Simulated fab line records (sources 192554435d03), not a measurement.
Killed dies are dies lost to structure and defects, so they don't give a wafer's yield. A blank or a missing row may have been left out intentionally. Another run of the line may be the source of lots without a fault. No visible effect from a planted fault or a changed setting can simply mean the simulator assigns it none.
One fault through the eyes of 3 desks	flow n5 finfet	every desk sees just its own numbers, and what lay behind them comes last

THE DEFECT DESK
For each lot, the counts of the inspections along the route, averaged over the sampled wafers that have a number. Any lot whose mean is over 4 standard deviations away from the usual mean is out of limits and marked OUT; that distance is given in the brackets.
Columns: A = raw defect count at N5_BEOL_M1_INSPECT_59, usual 69
lot	first seen here	A
L213	day 6 10:24	89
L218	day 7 15:04	55
L223	day 9 02:12	49
L226	day 9 23:51	66
L227	day 10 02:46	74
L225	day 10 03:01	94
L228	day 10 05:52	559 (+22) OUT
L229	day 10 08:13	90
L236	day 12 03:44	62
This desk finds L228 out of limits, L228 being first, at day 10 05:52 (raw defect count at N5_BEOL_M1_INSPECT_59). Within limits: L213, L218, L223, L226, L227, L225, L229, L236.

METROLOGY DESK
Means of the sampled wafers that have a number, per lot and without regard to the tool the lot ran on: this is what the gauges read. Any lot whose mean is over 4 standard deviations away from the usual mean is out of limits and marked OUT; that distance is given in the brackets. Of its 11 readings 7 are shown: the one that was out of limits first, and those that lie furthest out on some lot.
Columns: A = M1_THK at N5_BEOL_M1_THK_MEAS_53, usual 40.2 nm; B = DIBL_N at N5_BEOL_M4_RC_MEAS_101, usual 37.1 mV/V; C = DIBL_P at N5_BEOL_M4_RC_MEAS_101, usual 37.2 mV/V; D = IOFF_P at N5_BEOL_M4_RC_MEAS_101, usual 0.23 nA/um; E = ION_N at N5_BEOL_M4_RC_MEAS_101, usual 682 uA/um; F = VT_N at N5_BEOL_M4_RC_MEAS_101, usual 248 mV; G = VT_P at N5_BEOL_M4_RC_MEAS_101, usual -248 mV
lot	first seen here	A	B	C	D	E	F	G
L213	day 6 10:01	42.7	37.3	36.7	0.23	674	251	-248
L218	day 7 14:47	38.8	39.7	37.4	0.25	684	245	-247
L223	day 9 01:55	41.0	35.2	37.2	0.18	679	251	-253
L226	day 9 23:31	39.7	37.2	36.9	0.25	686	246	-246
L227	day 10 02:28	40.7	37.5	36.9	0.23	674	248	-250
L225	day 10 02:42	40.9	38.5	40.0	0.32	698	243	-244
L228	day 10 05:32	83.1 (+25) OUT	36.8	37.5	0.23	664	252	-250
L229	day 10 07:55	41.4	38.9	40.4	0.27	688	245	-247
L236	day 12 03:27	40.6	36.7	36.9	0.22	673	248	-251
Per this desk, out of limits: L228; the first was L228, day 10 05:32 (M1_THK at N5_BEOL_M1_THK_MEAS_53). Within limits: L213, L218, L223, L226, L227, L225, L229, L236.

AT THE TOOL OWNER'S DESK: cmp-03
The tool's own readings at N5_BEOL_M1_CMP_52 (polishes, stops on SiOC, t overpolish 6.8 s, target thk 40 nm): means of the sampled wafers that have a number, for each lot that ran on this tool. Any lot whose mean is over 4 standard deviations away from the usual mean is out of limits and marked OUT; that distance is given in the brackets.
Columns: A = barrier field endpoint s at N5_BEOL_M1_CMP_52, usual 25.1 s; B = motor current A at N5_BEOL_M1_CMP_52, usual 6.0 A; C = overpolish run s at N5_BEOL_M1_CMP_52, usual 6.800 s; D = time to endpoint s at N5_BEOL_M1_CMP_52, usual 63.6 s
lot	first seen here	A	B	C	D
L213	day 6 09:44	25.3	5.9	6.814	61.9
L218	day 7 14:29	25.3	5.9	6.791	61.5
L223	day 9 01:37	25.0	6.4	6.803	61.6
L227	day 10 02:10	24.5	6.0	6.797	64.3
L225	day 10 02:24	24.8	6.1	6.810	61.8
L228	day 10 05:19	31.0 (+10) OUT	6.4	4.552 (-99 or more) OUT	69.9
This desk finds L228 out of limits, L228 being first, at day 10 05:19 (barrier field endpoint s at N5_BEOL_M1_CMP_52). Within limits: L213, L218, L223, L227, L225.

BROUGHT TOGETHER
The tool owner's desk could have raised an alarm at day 10 05:19, on L228.
An alarm was possible from the metrology desk at day 10 05:32, on L228.
The defect desk could have raised an alarm at day 10 05:52, on L228.
Of the lots named, all ran N5_BEOL_M1_CMP_52 on cmp-03.

WHAT THE SIMULATOR PUT IN
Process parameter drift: cmp-03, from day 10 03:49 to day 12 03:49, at N5_BEOL_M1_CMP_52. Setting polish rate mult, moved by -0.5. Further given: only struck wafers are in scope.
Lots struck among those shown: L228.
Hours from the fault's start to each desk's first reading out of limits: the tool owner's desk, 2; the metrology desk, 2; the defect desk, 2.
